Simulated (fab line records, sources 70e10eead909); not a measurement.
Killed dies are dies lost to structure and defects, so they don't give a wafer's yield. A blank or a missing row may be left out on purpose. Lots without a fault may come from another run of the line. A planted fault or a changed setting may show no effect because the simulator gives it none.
Chamber matching | flow nand_harc | NHARC_A_DECK1_JOINT_ETCHBACK_00 on rie_si-03: 4 sister chambers
The step etches the open film in HBr, target depth 30 nm, time 17.4 s. 8 wafers are shown with their chamber, then 8 later ones without.

WAFERS WITH THEIR CHAMBER
wafer  | chamber | oes_product_au (a.u.) | throttle_valve_pct (%)
L802.1 | 2       | 1.003                 | 23.264
L802.6 | 2       | 1.000                 | 23.273
L804.2 | 0       | 1.013                 | 23.275
L804.3 | 3       | 1.010                 | 23.264
L809.1 | 3       | 1.013                 | 23.273
L809.4 | 1       | 1.008                 | 23.271
L809.5 | 0       | 1.027                 | 23.262
L814.1 | 1       | 0.986                 | 23.264

WAFERS WITHOUT THEIR CHAMBER
wafer  | oes_product_au (a.u.) | throttle_valve_pct (%)
L814.3 | 1.008                 | 23.263
L814.5 | 1.009                 | 23.256
L820.4 | 1.001                 | 23.286
L820.5 | 1.005                 | 23.265
L820.6 | 0.995                 | 23.273
L824.3 | 0.993                 | 23.261
L824.5 | 0.986                 | 23.269
L824.6 | 0.992                 | 23.278

WHICH CHAMBER EACH WENT THROUGH
wafer  | from the rows above               | in truth
L814.3 | can't be placed: 3 or 2 or 1 or 0 | 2
L814.5 | can't be placed: 3 or 2 or 1 or 0 | 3
L820.4 | can't be placed: 2 or 1 or 3 or 0 | 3
L820.5 | can't be placed: 2 or 3 or 1 or 0 | 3
L820.6 | can't be placed: 1 or 2 or 3 or 0 | 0
L824.3 | can't be placed: 1 or 2 or 3      | 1
L824.5 | can't be placed: 1 or 2 or 3      | 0
L824.6 | can't be placed: 1 or 2 or 3 or 0 | 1
Placed correctly: 0 of 8. Can't be placed from these rows: 8 (the true chamber is among the candidates in 7). Placed wrongly: 0.
How it was worked out, from the rows above alone: a wafer's distance from a chamber is the root of the sum, over the readings, of the square of ((its reading less the chamber's mean) divided by the reading's scatter). The wafer belongs to the nearest chamber; if the next one is less than 2 further off, it can't be placed. A chamber's mean is the mean of its shown wafers. The scatter: the root of (the sum of the squares of (reading less its chamber's mean) over the shown wafers, divided by (wafers less chambers)).
